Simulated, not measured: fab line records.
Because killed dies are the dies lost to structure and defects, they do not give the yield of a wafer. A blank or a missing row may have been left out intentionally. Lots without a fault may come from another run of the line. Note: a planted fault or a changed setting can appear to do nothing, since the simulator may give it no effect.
A struck lot beside a sound one || flow n5-finfet || 15 out of 1938 route steps
Sound: wafers L387.2, L387.3, L387.5. Struck: wafer L386.1 (left out: L386.5, L386.6 of the same lot, which were not struck); the cause appears at the end.
Each step with rows lists, per side, the tool, then ch with its chambers, then its first start. Under that, the readings that differ: sound wafers || struck wafers || difference of the means || sigmas: that difference in standard deviations of wafers without a fault.
alike: readings whose means differ by less than 2 such deviations, and words and numbers that are the same on both sides. not compared: withheld readings, readings that some wafer has no value for, bounds like >300 that may hide the same value, and numbers for which the record gives no deviation and whose values overlap.
Wherever a step has rows on one side only, a row that says differs or no value, or a row with sigmas, the two part there. Non-overlapping numbers with no deviation appear without sigmas and do not part them. A reading that every wafer of one side lacks parts them only if that side has two wafers or more.

N5_HKMG_FIN_STRIP_34: strips in CF4.
  sound on rie-diel-06 ch 0,1,2, day 8 02:02; struck on rie-diel-02 ch 0, day 7 18:25
{"reading": "drypump-motor-current-A (A)", "sound": "5.2 5.2 5.1", "struck": 6.1, "difference": "+0.9", "sigmas": "+3"}
{"reading": "showerhead-plenum-p-Torr (Torr)", "sound": "1.77 1.86 1.84", "struck": 1.72, "difference": -0.10, "sigmas": -2}
  alike: oes-product-au, rf-vpp-V, throttle-valve-pct
  not compared: rf-hours-counter-h
then, 1 step without rows for these wafers: N5_HKMG_FIN_ETCH_35 (etches SOC in N2/H2, target depth 215.8 nm, time 243.4 s).
N5_HKMG_FIN_STRIP_92: strips SOC in N2/H2, time 20 s.
  sound on rie-diel-06 ch 0,1,2, day 8 02:13; struck on rie-diel-02 ch 0, day 7 18:35
{"reading": "drypump-motor-current-A (A)", "sound": "5.2 5.2 5.1", "struck": 6.2, "difference": "+1.0", "sigmas": "+3"}
  alike: oes-product-au, rf-vpp-V, showerhead-plenum-p-Torr, throttle-valve-pct
  not compared: rf-hours-counter-h
then, 1 step without rows for these wafers: N5_HKMG_FIN_WET_ETCH_18 (etches TiN in SC1, time 55 s, target depth 5.2 nm, rinse time 30 s).
N5_HKMG_FIN_STRIP_19: strips in N2/H2, time 360 s.
  sound on plasma-asher-02 ch 0,1, day 8 02:22; struck on plasma-asher-01 ch 1, day 7 18:43
{"reading": "heater-power-w (W)", "sound": "488 549 547", "struck": 408, "difference": -120, "sigmas": -2}
  alike: drypump-motor-current-A
  not compared: rf-hours-counter-h
N5_HKMG_FIN_ALD_91: deposits TiN, target thk 1 nm, pulse time 1 s, purge time 3 s.
  sound on ald-metal-01 ch 0,1,2, day 8 02:44; struck on ald-metal-01 ch 0, day 7 19:07
  alike: heater-power-w, precursor-pulse-height-rel
  not compared: ald-cycles
then, 2 steps without rows for these wafers: N5_HKMG_FIN_COAT_85 (time 60 s, resist thk 300 nm); N5_HKMG_FIN_ETCH_86 (etches SOC in N2/H2, stops on TiN, target depth 393.2 nm).
N5_HKMG_FIN_STRIP_89: strips SOC in N2/H2, time 20 s.
  sound on rie-diel-02 ch 1,2,3, day 8 03:08; struck on rie-diel-01 ch 3, day 7 19:33
  alike: drypump-motor-current-A, oes-product-au, rf-vpp-V, showerhead-plenum-p-Torr, throttle-valve-pct
  not compared: rf-hours-counter-h
then, 3 steps without rows for these wafers: N5_HKMG_FIN_WET_ETCH_87 (etches TiN in SC1, time 154.2 s, target depth 4.7 nm, rinse time 30 s); N5_HKMG_FIN_STRIP_88 (strips in N2/H2, time 360 s); N5_HKMG_FIN_NWFM_ALD_20 (deposits TiAlC, target thk 2 nm, pulse time 3 s, purge time 2 s).
N5_HKMG_FIN_ALD_71: deposits TiN, target thk 1 nm, pulse time 1 s, purge time 3 s.
  sound on ald-metal-04 ch 0,2,3, day 8 03:49; struck on ald-metal-03 ch 0, day 7 20:14
{"reading": "ald-cycles", "sound": "47 47 47", "struck": 19, "difference": -28, "sigmas": ""}
{"reading": "heater-power-w (W)", "sound": "854 1017 1117", "struck": 776, "difference": -220, "sigmas": -2}
{"reading": "model.TiN_of_HKMG_FIN_ALD_71.thk-nm (nm)", "sound": "1 1 1", "struck": 0.4, "difference": -0.6, "sigmas": ""}
  alike: precursor-pulse-height-rel
then, 2 steps without rows for these wafers: N5_HKMG_FIN_COAT_66 (time 60 s, resist thk 300 nm); N5_PASSIVATION_PROBE_49.

== WHERE THEY PART ==
Earliest at N5_HKMG_FIN_STRIP_34; latest, in this record, at N5_HKMG_FIN_ALD_71.

WHY: what the simulator had put in
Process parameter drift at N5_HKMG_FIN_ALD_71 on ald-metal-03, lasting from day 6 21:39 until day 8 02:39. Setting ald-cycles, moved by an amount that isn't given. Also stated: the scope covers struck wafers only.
